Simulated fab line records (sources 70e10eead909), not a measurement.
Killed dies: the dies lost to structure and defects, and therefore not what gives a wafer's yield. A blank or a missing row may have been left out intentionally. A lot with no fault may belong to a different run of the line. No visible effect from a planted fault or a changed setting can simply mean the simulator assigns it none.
Chamber matching -- flow nand_harc -- 3 sister chambers for NHARC_P_M0_PRE_CLEAN_31 on pecvd-03
The step time 12 s. 3 wafers are shown with their chamber, then 9 later ones without.

WAFERS PAIRED WITH THEIR CHAMBERS
wafer,chamber,heater_power_w (W)
L435.1,1,648
L439.1,0,669
L439.4,2,623

WAFERS MISSING THEIR CHAMBER
wafer,heater_power_w (W)
L436.1,568
L436.3,737
L436.6,553
L438.2,543
L438.3,648
L438.4,547
L440.2,809
L440.4,632
L440.5,799

CHAMBER TAKEN BY EACH
wafer,from the rows above,in truth
L436.1,can't be placed: 2 or 1 or 0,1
L436.3,can't be placed: 0 or 1 or 2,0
L436.6,can't be placed: 2 or 1 or 0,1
L438.2,can't be placed: 2 or 1 or 0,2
L438.3,can't be placed: 1 or 0 or 2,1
L438.4,can't be placed: 2 or 1 or 0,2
L440.2,can't be placed: 0 or 1 or 2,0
L440.4,can't be placed: 2 or 1 or 0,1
L440.5,can't be placed: 0 or 1 or 2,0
0 of 9 placed correctly. Not placeable from these rows: 9 (in 9, the candidates include the true chamber). Wrongly placed: 0.
How it was worked out, from the rows above alone: a wafer's distance from a chamber is the root of the sum, over the readings, of the square of ((its reading less the chamber's mean) divided by the reading's scatter). The wafer belongs to the nearest chamber; if the next one is less than 2 further off, it can't be placed. A chamber's mean is the mean of its shown wafers. The scatter (one wafer shown for each chamber): square how far every hidden wafer sits from the nearest shown wafer, average those squares and take the square root.
